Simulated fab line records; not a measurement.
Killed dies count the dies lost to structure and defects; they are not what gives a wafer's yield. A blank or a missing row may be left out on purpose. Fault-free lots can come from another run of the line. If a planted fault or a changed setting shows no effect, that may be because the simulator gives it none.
The tool behind it: which one? -- flow n5-finfet -- 12 lots, 36 wafers sampled, at 5 steps of a route of 1938

== WHAT THE GAUGES READ, wafer by wafer ==
The record holds no reading of a measuring or inspecting step that can be judged against a usual standard deviation.

== TOOL THAT RAN EACH LOT (tool first, then ch and the chambers of the sampled wafers, then the start) ==
lot,N5_BEOL_M4_SPUTTER_81,N5_PASSIVATION_DEGAS_18,N5_PASSIVATION_PRE_CLEAN_19,N5_PASSIVATION_PECVD_35,N5_PASSIVATION_PROBE_49
L302,"pvd-sputter-03, day 8 18:43","pvd-sputter-03, day 13 06:13","pvd-sputter-03, day 13 06:15","pecvd-03 ch 0,1, day 13 08:17",-
L303,"pvd-sputter-03, day 8 20:46","pvd-sputter-03, day 13 05:45","pvd-sputter-03, day 13 05:47","pecvd-03 ch 0,1,2, day 13 08:05","prober-01, day 13 11:44"
L304,"pvd-sputter-02, day 8 20:55","pvd-sputter-02, day 13 06:34","pvd-sputter-02, day 13 06:36","pecvd-03 ch 0,1,2, day 13 08:41",-
L308,"pvd-sputter-03, day 10 13:09","pvd-sputter-02, day 14 14:32","pvd-sputter-02, day 14 14:35","pecvd-01 ch 0,1,2, day 14 16:59",-
L309,"pvd-sputter-03, day 10 19:41","pvd-sputter-01, day 14 22:02","pvd-sputter-01, day 14 22:05","pecvd-04 ch 1,2, day 15 00:07","prober-01, day 15 03:52"
L310,"pvd-sputter-03, day 10 21:36","pvd-sputter-02, day 15 05:52","pvd-sputter-02, day 15 05:54","pecvd-04 ch 0,1, day 15 08:10",-
L312,"pvd-sputter-03, day 11 05:08","pvd-sputter-03, day 15 14:05","pvd-sputter-03, day 15 14:08","pecvd-04 ch 0,2, day 15 16:20","prober-01, day 15 19:57"
L313,"pvd-sputter-01, day 11 10:30","pvd-sputter-02, day 15 06:12","pvd-sputter-02, day 15 06:14","pecvd-03 ch 0,1,2, day 15 08:20","prober-01, day 15 12:44"
L314,"pvd-sputter-03, day 11 13:16","pvd-sputter-02, day 15 21:10","pvd-sputter-02, day 15 21:13","pecvd-04 ch 1,2, day 15 23:10","prober-01, day 16 03:38"
L318,"pvd-sputter-03, day 12 18:32","pvd-sputter-01, day 17 10:08","pvd-sputter-01, day 17 10:10","pecvd-01 ch 0,1,2, day 17 12:05","prober-01, day 17 15:38"
L320,"pvd-sputter-01, day 13 03:38","pvd-sputter-02, day 16 23:04","pvd-sputter-02, day 16 23:06","pecvd-03 ch 0,1, day 17 01:05","prober-01, day 17 05:10"
L321,"pvd-sputter-02, day 13 12:13","pvd-sputter-02, day 17 16:18","pvd-sputter-02, day 17 16:20","pecvd-01 ch 0,1,2, day 17 18:22","prober-01, day 17 22:07"
- N5_BEOL_M4_SPUTTER_81: material Cu, target thk 4.5 nm, time 8.29 s.
- N5_PASSIVATION_DEGAS_18: time 60 s.
- N5_PASSIVATION_PRE_CLEAN_19
- N5_PASSIVATION_PECVD_35: deposits SiNx from SiH4/NH3/N2, target thk 700 nm, time 151.3 s.
- N5_PASSIVATION_PROBE_49

== AS READ BY THE TOOLS THEMSELVES (means over the sampled wafers that have a number; for cases with no such wafer, the mark the record gives instead) ==
N5_BEOL_M4_SPUTTER_81. Usual: chuck-sensor-temp-C -16.2 C, standard deviation 0.47; substrate-temp-c -20.00 C, standard deviation 0.11; throttle-valve-pct 30.6 %, standard deviation 0.77.
lot,tool,chuck-sensor-temp-C (C),substrate-temp-c (C),throttle-valve-pct (%),flag
L302,pvd-sputter-03,-16.0,-19.92,31.6,
L303,pvd-sputter-03,-16.1,-20.06,31.0,
L304,pvd-sputter-02,-16.5,-19.96,29.7,
L308,pvd-sputter-03,-16.0,-19.98,31.3,
L309,pvd-sputter-03,-16.2,-20.01,30.9,
L310,pvd-sputter-03,-16.1,-19.99,31.2,
L312,pvd-sputter-03,-16.0,-20.01,31.2,
L313,pvd-sputter-01,-16.5,-19.98,29.6,
L314,pvd-sputter-03,-16.1,-19.93,31.2,
L318,pvd-sputter-03,-16.1,-19.98,31.4,
L320,pvd-sputter-01,-15.4,-19.96,30.3,
L321,pvd-sputter-02,-16.4,-19.95,30.2,

N5_PASSIVATION_DEGAS_18. Usual: 485 W for heater-power-w, sd 54.
lot,tool,heater-power-w (W),flag
L302,pvd-sputter-03,435,
L303,pvd-sputter-03,474,
L304,pvd-sputter-02,529,
L308,pvd-sputter-02,469,
L309,pvd-sputter-01,434,
L310,pvd-sputter-02,478,
L312,pvd-sputter-03,545,
L313,pvd-sputter-02,481,
L314,pvd-sputter-02,478,
L318,pvd-sputter-01,470,
L320,pvd-sputter-02,501,
L321,pvd-sputter-02,494,

N5_PASSIVATION_PRE_CLEAN_19. Usual: 484 W for heater-power-w, sd 54.
lot,tool,heater-power-w (W),flag
L302,pvd-sputter-03,429,
L303,pvd-sputter-03,473,
L304,pvd-sputter-02,512,
L308,pvd-sputter-02,476,
L309,pvd-sputter-01,438,
L310,pvd-sputter-02,472,
L312,pvd-sputter-03,541,
L313,pvd-sputter-02,473,
L314,pvd-sputter-02,473,
L318,pvd-sputter-01,473,
L320,pvd-sputter-02,499,
L321,pvd-sputter-02,493,

N5_PASSIVATION_PECVD_35. Usual: heater-power-w 408 W, standard deviation 83; showerhead-plenum-p-Torr 8.68 Torr, standard deviation 0.12; throttle-valve-pct 29.1 %, standard deviation 1.6.
lot,tool,heater-power-w (W),showerhead-plenum-p-Torr (Torr),throttle-valve-pct (%),flag
L302,pecvd-03,346,8.65,28.4,
L303,pecvd-03,404,8.69,28.4,
L304,pecvd-03,397,8.68,28.4,
L308,pecvd-01,375,8.61,29.5,
L309,pecvd-04,473,8.75,28.7,
L310,pecvd-04,366,8.68,29.9,
L312,pecvd-04,348,8.72,28.5,
L313,pecvd-03,396,8.71,28.6,
L314,pecvd-04,417,8.74,28.6,
L318,pecvd-01,407,8.61,29.6,
L320,pecvd-03,374,8.66,28.7,
L321,pecvd-01,384,8.61,29.5,

N5_PASSIVATION_PROBE_49. Usual: defect-limited-yield 91.0 %, standard deviation 1.5; killed_at_M0_to_M3 36, standard deviation 12; killed_at_M4_up 14, standard deviation 5.5; killed-at-contacts 11, standard deviation 4.8; killed-at-front-end 42, standard deviation 12; killed-at-other 3.7, standard deviation 2.7; killed-dies 106, standard deviation 18; killed-open 70, standard deviation 13; killed-short 35, standard deviation 8.2; sort_bin_5_function 5.3 %, standard deviation 1; sort_bin_6_memory 3.3 %, standard deviation 0.69; sort-n-pass 1074, standard deviation 18; sort-yield-pct 91.0 %, standard deviation 1.5.
lot,tool,defect-limited-yield (%),killed_at_M0_to_M3,killed_at_M4_up,killed-at-contacts,killed-at-front-end,killed-at-other,killed-dies,killed-open,killed-short,sort_bin_5_function (%),sort_bin_6_memory (%),sort-n-pass,sort-yield-pct (%),flag
L303,prober-01,91.9,26,14,10,39,5.3,95,56,35,4.8,2.8,1085,91.9,
L309,prober-01,91.0,45,12,6,40,2.7,106,62,44,4.8,3.7,1074,91.0,
L312,prober-01,82.2,31,120,11,46,2.7,210,65,30,10.3,4.0,970,82.2,OFF
L313,prober-01,90.0,55,12,11,39,1.7,119,72,45,6.7,3.0,1061,90.0,
L314,prober-01,82.2,28,136,5,39,2.0,211,56,34,11.1,4.3,969,82.2,OFF
L318,prober-01,83.5,42,91,11,48,3.7,195,77,40,10.0,4.1,985,83.5,OFF
L320,prober-01,92.6,31,9,15,32,1.7,88,61,25,4.7,2.6,1092,92.6,
L321,prober-01,92.0,26,18,9,36,5.3,95,62,31,4.7,3.1,1085,92.0,

== THE ANSWER, worked out from the rows above alone ==
Rule: a lot counts as off when the mean over its wafers that have a number is more than 3 standard deviations away from the usual mean. A lot without any number at a reading at which 4 lots or more have one is off too. The other lots that the step has rows for count as sound. First the gauges in route order, then the tools' own readings, where a lot's mean is used as printed above. The first step at which some lot is off is used, and at that step the reading that is off furthest; a lot without a number counts as furthest.
Off: L312, L314, L318, at N5_PASSIVATION_PROBE_49 (killed_at_M4_up). Neither off nor sound, because the step has no rows for them: L302, L304, L308, L310.
A tool fits if, at that step or a process step before it, it ran every lot that is off, and no sound lot after the first of them. One fits: pvd-sputter-03 at N5_BEOL_M4_SPUTTER_81. A fault onset in the window from L309 (day 10 19:41, its last sound lot) to L312 (day 11 05:08, its first lot off) fits.

== WHAT HAD BEEN PUT IN BY THE SIMULATOR ==
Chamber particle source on pvd-sputter-03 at N5_BEOL_M4_SPUTTER_81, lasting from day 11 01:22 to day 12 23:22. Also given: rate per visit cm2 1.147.
Shown lots that were struck: L312, L314, L318. The rule given above showed the same thing.
